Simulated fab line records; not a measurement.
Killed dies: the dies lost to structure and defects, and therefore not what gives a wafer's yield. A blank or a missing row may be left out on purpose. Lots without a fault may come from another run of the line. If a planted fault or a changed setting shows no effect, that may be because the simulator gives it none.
Matching of chambers + flow nand-harc + 4 sister chambers for NHARC_A_CHANNEL_HOLE_D2_DESCUM_15 on rie-diel-05
The step chemistry O2, time 3 s. 22 wafers are shown with their chamber, then 11 later ones without.

== EACH WAFER AND ITS CHAMBER ==
| wafer  | chamber | drypump-motor-current-A (A) | oes-product-au (a.u.) | rf-vpp-V (V) |
|--------|---------|-----------------------------|-----------------------|--------------|
| L078.2 | 2       | 6.11                        | 1.004                 | 57.8         |
| L078.4 | 0       | 5.54                        | 0.971                 | 57.9         |
| L078.5 | 2       | 6.10                        | 1.007                 | 58.3         |
| L080.3 | 0       | 5.54                        | 1.001                 | 57.8         |
| L080.5 | 1       | 5.72                        | 1.006                 | 57.5         |
| L080.6 | 0       | 5.53                        | 0.989                 | 57.8         |
| L081.1 | 2       | 6.13                        | 1.019                 | 58.4         |
| L081.3 | 0       | 5.51                        | 0.997                 | 58.4         |
| L081.4 | 3       | 6.32                        | 1.010                 | 57.9         |
| L085.1 | 3       | 6.34                        | 1.003                 | 56.5         |
| L085.3 | 0       | 5.54                        | 0.991                 | 58.0         |
| L085.5 | 1       | 5.73                        | 1.004                 | 58.1         |
| L086.1 | 1       | 5.73                        | 0.994                 | 56.5         |
| L086.4 | 2       | 6.09                        | 0.995                 | 57.1         |
| L086.5 | 0       | 5.54                        | 0.995                 | 58.0         |
| L087.1 | 1       | 5.73                        | 0.999                 | 59.2         |
| L087.2 | 2       | 6.16                        | 0.999                 | 58.8         |
| L087.3 | 0       | 5.53                        | 0.981                 | 58.0         |
| L089.3 | 0       | 5.54                        | 0.973                 | 58.2         |
| L089.5 | 0       | 5.54                        | 0.984                 | 58.2         |
| L089.6 | 1       | 5.73                        | 0.996                 | 55.8         |
| L092.1 | 1       | 5.74                        | 1.006                 | 56.7         |

SIGNATURES, as means of the wafers listed above
| reading                 | chamber 0 | chamber 1 | chamber 2 | chamber 3 | scatter within a chamber |
|-------------------------|-----------|-----------|-----------|-----------|--------------------------|
| drypump-motor-current-A | 5.5344    | 5.7300    | 6.1180    | 6.3300    | 0.0155                   |
| oes-product-au          | 0.98689   | 1.00083   | 1.00480   | 1.00650   | 0.00874                  |
| rf-vpp-V                | 58.033    | 57.300    | 58.080    | 57.200    | 0.766                    |
Rule: for each reading, subtract the chamber's mean from the wafer's reading, divide by that reading's scatter and square the result; add these up over the readings and take the root, which gives the wafer's distance from the chamber. If the next closest chamber is less than 2 further off than the closest, the wafer can't be placed; otherwise it belongs to the closest. The scatter: take each reading less its chamber's mean, square it, sum over the shown wafers, divide by the number of wafers less the number of chambers, and take the root.

== WAFERS WITH NO CHAMBER GIVEN ==
| wafer  | drypump-motor-current-A (A) | oes-product-au (a.u.) | rf-vpp-V (V) |
|--------|-----------------------------|-----------------------|--------------|
| L092.2 | 6.12                        | 1.007                 | 57.6         |
| L092.5 | 5.73                        | 0.998                 | 57.7         |
| L095.1 | 6.33                        | 0.984                 | 57.9         |
| L095.3 | 6.20                        | 1.006                 | 59.1         |
| L095.4 | 5.53                        | 0.987                 | 57.1         |
| L096.1 | 5.74                        | 0.994                 | 56.4         |
| L096.4 | 6.33                        | 0.994                 | 57.8         |
| L096.6 | 5.55                        | 0.986                 | 59.4         |
| L097.1 | 5.54                        | 0.993                 | 58.6         |
| L097.2 | 6.13                        | 1.008                 | 58.0         |
| L097.5 | 5.72                        | 0.996                 | 56.7         |

== WHICH CHAMBER EACH ONE RAN IN ==
| wafer  | from the rows above | in truth |
|--------|---------------------|----------|
| L092.2 | 2                   | 2        |
| L092.5 | 1                   | 1        |
| L095.1 | 3                   | 3        |
| L095.3 | 2                   | 2        |
| L095.4 | 0                   | 0        |
| L096.1 | 1                   | 1        |
| L096.4 | 3                   | 3        |
| L096.6 | 0                   | 0        |
| L097.1 | 0                   | 0        |
| L097.2 | 2                   | 2        |
| L097.5 | 1                   | 1        |
Placed correctly: 11 of 11. Left unplaced by these rows: 0. Placed wrongly: 0.
